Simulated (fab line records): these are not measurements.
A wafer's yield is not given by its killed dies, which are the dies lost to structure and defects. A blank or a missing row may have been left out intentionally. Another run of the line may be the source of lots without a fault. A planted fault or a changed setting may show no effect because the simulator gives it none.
fab line records	flow n5-finfet
[record] lots = 9	wafers = 25	last-day = 19
route steps=1938 shown FIN_SAQP@97 BEOL_M4@1111
lots untouched by any fault: they come from a run of this same line in which no faults occurred
start-h: hours from the record's opening day to when the first of the lot's shown wafers began	wait-h: hours elapsed since this lot's preceding step	" as in the row above	L1.1+2: several wafers, shown together as one row	- no value, or no start was given	* or withheld: withheld	< > ~ a bound
route shown NAME@n: NAME is a module with steps in the file, n the number in the route of the first one	usual: mean and standard deviation over wafers with no fault	same: alike in all rows	chamber/n: place in a boat	sites: per-site readings	_std_site: standard deviation of those values	_edge_site: inner sites' mean taken away from outer sites' mean	radius-mm: for every site, how far away it sits from the centre of the wafer	mask NAME#n: copy n	behind: the tool/chamber that last shaped the wafer	hold: the reason the lot was held/the length of the hold in hours/how it ended	device: names the non-switching transistor (n, p or np)	end of line: the tests these same wafers got at the end of their route	a step given without rows: its recipe and nothing more	killed: dies lost to structure and defects at the first sort, not the wafer's yield	map: dies across one wafer; x = killed, . = not, _ = none there
set.NAME: the run value of the setting; set.NAME@STEP: its run value at that earlier step	model.NAME: the simulator's own value behind a step, which no gauge read
one table for each step of the route and one row for each wafer, over a sample of lots
services: from which hour (start-h, from the record's first day; less than 0 if before it) a tool's chamber was out of use, for how many hours, and why
[[steps]]
[step N5_FIN_SAQP_THK_MEAS_05]
[usual] thk-nm = 38.1/0.49
lot.wafer	tool	chamber	start-h	wait-h	thk-nm
L404.2	film-metro-01	-	34.18	0.1	38.1
L404.3	"	-	"	"	37.9
L406.1	film-metro-01	-	47.28	0.1	37.5
L406.3	"	-	"	"	37.4
L406.6	"	-	"	"	38.2
L409.1	film-metro-01	-	63.48	0.1	37.4
L409.4	"	-	"	"	38.5
L409.6	"	-	"	"	38.3
L410.1	film-metro-02	-	68.74	0.1	37.8
L410.3	"	-	"	"	38.5
L410.6	"	-	"	"	38.7
L418.1	film-metro-01	-	116.87	0.1	37.1
L418.6	"	-	"	"	38.9
L421.1	film-metro-01	-	135.91	0.1	38.2
L421.3	"	-	"	"	37.2
L421.5	"	-	"	"	39.0
L422.3	film-metro-01	-	140.93	0.1	37.9
L422.5	"	-	"	"	37.9
L422.6	"	-	"	"	38.3
L424.3	film-metro-01	-	152.70	0.1	38.0
L424.4	"	-	"	"	39.3
L424.5	"	-	"	"	38.4
L425.1	film-metro-01	-	158.90	0.1	37.6
L425.3	"	-	"	"	38.5
L425.4	"	-	"	"	38.7
[step N5_FIN_SAQP_ETCH_51]
[recipe] chemistry = CF4	target = SiARC	target-depth-a = 455	mask-material = CAR-ArF	time-s = 75.8	ion-energy-ev = 80	pressure-mtorr = 40	source-w = 545	bias-w = 36	Ar_flow_sccm = 100	cf4-flow-sccm = 100	ends = cleared
[usual] bias-w = 36.02/0.11	drypump-motor-current-A = 5.6/0.52	etch-rf-on-time-s = 75.5/1.7	oes-product-au = 0.68/0.09	rf-vpp-V = 184.1/1.3	showerhead-plenum-p-Torr = 2.16/0.081	throttle-valve-pct = 15.65/0.25
lot.wafer	tool	chamber	start-h	wait-h	bias-w	drypump-motor-current-A	etch-rf-on-time-s	oes-product-au	rf-hours-counter-h	rf-vpp-V	showerhead-plenum-p-Torr	throttle-valve-pct
L404.2	rie-diel-03	1	34.92	0.0	36.09	6.3	75.6	0.73	50	185.0	2.18	15.23
L404.3	"	2	"	"	36.18	5.6	76.6	0.78	24	184.9	2.09	15.53
L406.1	rie-diel-06	2	47.98	0.0	36.09	5.3	73.4	0.64	196	186.4	2.21	15.75
L406.3	"	1	"	"	36.06	5.9	72.5	0.58	292	183.0	2.03	15.98
L406.6	"	1	"	"	36.06	5.9	72.6	0.58	-	182.8	2.03	15.97
L409.1	rie-diel-03	1	64.30	0.0	35.92	6.3	76.3	0.72	61	183.7	2.18	15.27
L409.4	"	0	"	"	36.05	5.2	75.8	0.70	72	184.6	2.25	15.59
L409.6	"	1	"	"	35.94	6.3	76.0	0.72	-	183.5	2.18	15.26
L410.1	rie-diel-04	1	69.44	0.0	36.11	5.7	75.2	0.66	150	182.7	2.06	15.34
L410.3	"	0	"	"	35.96	4.9	75.3	0.74	58	183.5	2.09	15.52
L410.6	"	0	"	"	36.00	5.0	75.3	0.74	-	183.8	2.09	15.52
L418.1	rie-diel-06	3	117.69	0.0	36.04	4.9	73.2	0.86	5	186.1	2.29	15.69
L418.6	"	1	"	"	35.99	5.9	74.4	0.81	-	186.6	2.29	15.45
L421.1	rie-diel-06	3	136.73	0.0	35.90	4.9	73.2	0.84	11	184.6	2.29	15.72
L421.3	"	0	"	"	36.09	5.3	74.3	0.84	1	183.2	2.19	15.43
L421.5	"	1	"	"	36.12	5.9	73.3	0.80	-	184.9	2.29	15.46
L422.3	rie-diel-04	2	141.70	0.0	36.01	6.8	77.2	0.58	206	184.6	2.12	16.02
L422.5	"	2	"	"	35.87	6.8	78.2	0.58	-	183.6	2.12	16.04
L422.6	"	3	"	"	35.94	5.8	75.8	0.61	-	183.4	2.14	15.53
L424.3	rie-diel-06	3	153.52	0.0	35.90	5.0	73.8	0.82	15	184.3	2.28	15.73
L424.4	"	1	"	"	36.14	5.9	74.1	0.80	26	185.6	2.28	15.47
L424.5	"	1	"	"	35.96	5.9	73.9	0.80	-	185.2	2.28	15.47
L425.1	rie-diel-03	3	159.73	0.0	36.26	5.7	76.4	0.69	85	183.8	2.07	15.34
L425.3	"	1	"	"	35.82	6.3	76.3	0.69	89	184.7	2.17	15.31
L425.4	"	0	"	"	36.07	5.2	77.2	0.67	97	184.1	2.24	15.64
[step N5_FIN_SAQP_MANDREL_ETCH_22]
[recipe] target-depth-a = 600	chemistry = HBr/Cl2	target = a-Si	stop-on = SiNx	bt-time-s = 10	over-etch-frac = 0.5	time-s = 30	pressure-mtorr = 10	icp-w = 800	bias-w = 75	HBr_flow_sccm = 150	Cl2_flow_sccm = 80	ends = end-point
[usual] bias-w = 75.00/0.2	drypump-motor-current-A = 5.8/0.41	mfc-cl2-sccm = 79.99/0.25	oes-product-au = 0.765/0.015	over-etch-frac = 0.5/0	throttle-valve-pct = 35.38/0.28
lot.wafer	tool	chamber	start-h	wait-h	bias-w	drypump-motor-current-A	mfc-cl2-sccm	oes-product-au	over-etch-frac	rf-hours-counter-h	throttle-valve-pct
L404.2	rie-si-06	1	35.16	0.0	75.22	6.1	80.16	0.769	0.5	157	35.53
L404.3	"	0	"	"	75.04	5.7	80.19	0.777	0.5	112	35.24
L406.1	rie-si-01	0	48.23	0.0	75.03	6.4	80.04	0.784	0.5	178	34.90
L406.3	"	1	"	"	74.68	6.5	80.18	0.761	0.5	68	36.04
L406.6	"	0	"	"	75.28	6.4	79.92	0.782	0.5	-	34.88
L409.1	rie-si-01	1	64.55	0.0	74.94	6.5	79.99	0.758	0.5	68	36.05
L409.4	"	0	"	"	75.15	6.4	80.20	0.788	0.5	178	34.89
L409.6	"	3	"	"	75.10	6.3	79.82	0.776	0.5	-	34.91
L410.1	rie-si-01	3	69.69	0.0	75.22	6.3	79.88	0.791	0.44336	0	34.89
L410.3	"	2	"	"	74.71	5.2	80.32	0.753	0.5	7	35.61
L410.6	"	1	"	"	75.28	6.5	79.67	0.774	0.5	-	36.02
L418.1	rie-si-06	2	117.94	0.0	75.26	5.8	79.77	0.743	0.5	89	35.36
L418.6	"	3	"	"	74.71	5.3	79.72	0.751	0.5	-	35.26
L421.1	rie-si-06	0	136.98	0.0	74.77	5.6	80.01	0.776	0.5	114	35.24
L421.3	"	2	"	"	74.99	5.8	79.54	0.749	0.5	90	35.35
L421.5	"	1	"	"	74.65	6.1	79.90	0.767	0.5	-	35.51
L422.3	rie-si-02	2	141.94	0.0	74.56	5.7	79.58	0.765	0.5	108	35.48
L422.5	"	2	"	"	75.06	5.7	79.16	0.748	0.5	-	35.48
L422.6	"	1	"	"	75.04	6.0	80.23	0.753	0.5	-	35.54
L424.3	rie-si-02	1	153.77	0.0	74.86	6.0	79.82	0.735	0.5	184	35.54
L424.4	"	3	"	"	75.25	6.0	79.79	0.770	0.5	6	35.68
L424.5	"	0	"	"	74.81	5.8	80.23	0.782	0.5	-	35.11
L425.1	rie-si-06	1	159.97	0.0	74.96	6.1	79.90	0.759	0.5	159	35.52
L425.3	"	0	"	"	74.57	5.6	80.05	0.779	0.5	115	35.26
L425.4	"	3	"	"	75.48	5.3	80.11	0.761	0.5	68	35.26
[step N5_FIN_SAQP_ETCH_57]
[recipe] chemistry = CH3F/O2	target = SiNx	mask-material = SiO2	target-depth-a = 325	time-s = 46.4	pressure-mtorr = 30	source-w = 395	bias-w = 73	Ar_flow_sccm = 150	CH3F_flow_sccm = 30	O2_flow_sccm = 20	ion-energy-ev = 120	ends = cleared
[usual] O2_flow_sccm = 20.00/0.061	bias-w = 73.02/0.22	drypump-motor-current-A = 5.6/0.52	etch-rf-on-time-s = 46.5/0.98	oes_o_777_au = 0.81/0.09	oes-product-au = 0.69/0.08	rf-vpp-V = 297/4.3	showerhead-plenum-p-Torr = 2.01/0.071	throttle-valve-pct = 16.33/0.24
lot.wafer	tool	chamber	start-h	wait-h	O2_flow_sccm	bias-w	drypump-motor-current-A	etch-rf-on-time-s	oes_o_777_au	oes-product-au	rf-hours-counter-h	rf-vpp-V	showerhead-plenum-p-Torr	throttle-valve-pct
L404.2	rie-diel-04	1	39.14	0.1	20.03	73.29	5.7	46.2	0.80	0.67	139	295	1.91	15.96
L404.3	"	2	"	"	19.93	73.10	6.8	47.1	0.70	0.61	171	298	2.00	16.75
L406.1	rie-diel-06	2	50.55	0.0	20.03	73.15	5.4	46.3	0.75	0.62	198	300	2.06	16.48
L406.3	"	0	"	"	19.95	72.65	5.3	47.4	0.70	0.59	229	298	2.04	16.54
L406.6	"	3	"	"	19.92	72.99	5.0	47.9	0.70	0.59	-	298	1.90	16.97
L409.1	rie-diel-03	3	66.49	0.0	20.10	72.91	5.7	44.9	0.84	0.74	56	294	1.95	16.11
L409.4	"	1	"	"	19.98	73.24	6.3	45.7	0.80	0.73	62	302	2.04	16.06
L409.6	"	3	"	"	20.10	72.93	5.7	47.1	0.84	0.74	-	295	1.95	16.12
L410.1	rie-diel-04	2	71.46	0.0	19.99	73.10	6.8	48.0	0.69	0.60	183	297	2.00	16.76
L410.3	"	0	"	"	20.04	73.15	4.9	48.0	0.87	0.72	59	292	1.96	16.35
L410.6	"	1	"	"	19.94	72.91	5.7	48.1	0.80	0.66	-	293	1.91	15.98
L418.1	rie-diel-04	2	119.71	0.0	20.02	72.69	6.8	47.1	0.68	0.59	200	297	1.99	16.80
L418.6	"	1	"	"	20.04	72.82	5.7	47.7	0.79	0.66	-	293	1.91	15.99
L421.1	rie-diel-03	0	139.00	0.1	20.11	73.23	5.2	45.4	0.80	0.69	90	297	2.10	16.32
L421.3	"	3	"	"	20.02	72.66	5.7	44.9	0.82	0.72	77	295	1.95	16.13
L421.5	"	2	"	"	20.01	72.58	5.6	47.1	0.85	0.73	-	304	1.94	16.34
L422.3	rie-diel-06	0	143.79	0.0	19.96	72.87	5.2	45.9	0.95	0.83	3	297	2.03	16.11
L422.5	"	3	"	"	19.98	72.78	5.0	45.0	0.98	0.83	-	303	2.15	16.49
L422.6	"	2	"	"	20.06	72.99	5.4	47.2	0.72	0.60	-	298	2.05	16.54
L424.3	rie-diel-03	0	155.66	0.0	20.04	72.67	5.2	46.0	0.81	0.68	96	297	2.09	16.35
L424.4	"	2	"	"	20.05	72.91	5.6	46.4	0.84	0.74	62	305	1.94	16.35
L424.5	"	0	"	"	20.06	73.00	5.1	46.8	0.80	0.68	-	298	2.09	16.35
L425.1	rie-diel-04	0	161.89	0.1	19.91	72.86	5.0	47.0	0.83	0.70	86	290	1.95	16.41
L425.3	"	3	"	"	20.12	73.05	5.8	46.8	0.74	0.60	182	292	2.01	16.32
L425.4	"	2	"	"	19.93	73.15	6.8	47.1	0.67	0.58	209	298	1.99	16.81
[step N5_BEOL_M4_RC_MEAS_101]
[usual] DIBL_N = 36.0/2.2	DIBL_P = 36.2/2.4	IOFF_N = 0.16/0.035	IOFF_P = 0.21/0.037	ION_N = 672/13	ION_P = 461/7	SS_N = 71.4/0.69	SS_P = 73.2/0.75	VT_N = 250/3.4	VT_P = -251/3
lot.wafer	tool	chamber	start-h	wait-h	DIBL_N[mV/V]	DIBL_P[mV/V]	IOFF_N[nA/um]	IOFF_P[nA/um]	ION_N[uA/um]	ION_P[uA/um]	SS_N[mV/dec]	SS_P[mV/dec]	VT_N[mV]	VT_P[mV]
L404.2	prober-01	0	202.54	0.2	38.5	37.1	0.18	0.22	671	458	72.7	73.8	247	-250
L404.3	"	0	"	"	39.2	37.9	0.21	0.24	679	458	71.8	73.9	248	-246
L406.1	prober-02	0	232.31	0.0	34.8	35.5	0.14	0.20	672	463	70.9	73.6	252	-252
L406.3	"	0	"	"	34.9	35.1	0.14	0.20	666	462	70.7	72.9	251	-248
L406.6	"	0	"	"	33.5	34.3	0.12	0.18	661	457	70.3	72.7	254	-251
L409.1	prober-02	0	235.70	0.0	34.2	33.5	0.13	0.18	675	465	70.3	72.5	252	-250
L409.4	"	0	"	"	36.7	37.9	0.18	0.24	684	471	71.8	73.6	246	-246
L409.6	"	0	"	"	36.2	36.5	0.16	0.22	683	460	70.8	73.1	249	-250
L410.1	prober-01	0	240.70	0.0	38.1	37.4	0.20	0.21	667	455	72.1	73.1	250	-252
L410.3	"	0	"	"	38.7	40.3	0.22	0.26	690	466	71.9	74.4	244	-246
L410.6	"	0	"	"	37.8	39.1	0.19	0.23	677	459	71.7	73.5	248	-252
L418.1	prober-02	0	303.93	0.0	34.0	34.4	0.13	0.17	664	454	71.3	72.1	252	-252
L418.6	"	0	"	"	34.9	34.8	0.14	0.18	663	455	72.2	72.4	252	-253
L422.3	prober-01	0	316.21	0.3	36.3	35.8	0.16	0.18	681	460	71.5	72.7	248	-254
L422.5	"	0	"	"	36.5	36.5	0.16	0.19	684	460	71.9	73.1	253	-252
L422.6	"	0	"	"	39.1	39.1	0.21	0.23	696	462	71.9	73.3	245	-251
L421.1	prober-02	0	322.04	0.0	35.0	35.2	0.14	0.18	658	455	70.9	72.9	252	-250
L421.3	"	0	"	"	33.6	33.7	0.11	0.16	645	447	70.1	71.8	254	-254
L421.5	"	0	"	"	33.6	34.3	0.12	0.16	649	451	70.0	71.6	255	-253
L424.3	prober-02	0	338.34	0.3	37.0	38.6	0.19	0.23	689	460	71.7	74.1	247	-250
L424.4	"	0	"	"	37.4	39.4	0.20	0.23	696	470	72.3	73.4	247	-251
L424.5	"	0	"	"	35.2	37.4	0.17	0.21	681	468	71.6	73.8	250	-251
L425.1	prober-01	0	341.10	0.0	36.0	35.5	0.14	0.20	676	466	70.8	73.0	251	-249
L425.3	"	0	"	"	37.5	37.4	0.18	0.24	682	473	71.7	73.2	249	-247
L425.4	"	0	"	"	36.2	36.2	0.16	0.21	678	466	71.3	73.0	250	-248
[[services]]
tool	chamber	start-h	hours	kind
rie-si-01	2	19.84	3.1	repair
rie-diel-06	3	19.86	10.1	repair
rie-si-06	2	21.16	1.9	repair
rie-diel-04	0	33.73	4.9	repair
rie-diel-06	3	40.78	3.3	repair
rie-diel-06	1	49.39	-	clean
rie-diel-06	1	49.39	-	consumable-replace:focus-ring
rie-diel-06	1	49.39	-	consumable-replace:showerhead
rie-diel-06	1	49.39	21.1	scheduled-down
rie-diel-06	1	49.39	21.1	vent-cycle
rie-diel-06	3	70.48	-	clean
rie-diel-06	3	70.48	-	consumable-replace:focus-ring
rie-diel-06	3	70.48	-	consumable-replace:showerhead
rie-diel-06	3	70.48	28.0	scheduled-down
rie-diel-06	3	70.48	28.0	vent-cycle
rie-diel-03	0	72.76	9.1	repair
rie-diel-06	-	74.08	0.7	repair
rie-si-06	3	101.43	2.5	repair
rie-diel-06	0	112.78	-	clean
rie-diel-06	0	112.78	-	consumable-replace:focus-ring
rie-diel-06	0	112.78	17.8	scheduled-down
rie-si-01	2	120.73	1.2	repair
rie-si-06	2	122.13	6.5	repair
rie-diel-04	2	142.43	9.2	repair
[[key]]
[first-sign] step = N5_FIN_SAQP_MANDREL_ETCH_22	reading = over-etch-frac	direction = down	sigmas = 99+	usual = 0.5	struck = 0.44336
effect none on later readings
met-at N5_FIN_SAQP_MANDREL_ETCH_22
struck-lots L410
struck-wafers L410.1
not-acting-at N5_FIN_SAQP_THK_MEAS_05,N5_FIN_SAQP_ETCH_51,N5_FIN_SAQP_ETCH_57
onset-between 64.55 69.69
[fault] kind = process-parameter-drift	tool = rie-si-01	chamber = 3	onset-h = 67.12	steps = N5_FIN_SAQP_MANDREL_ETCH_22	channel = over-etch-frac	offset = -0.056638	shape = step	end-h = 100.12	acts-in = these-recipes-only	stated = 0.5
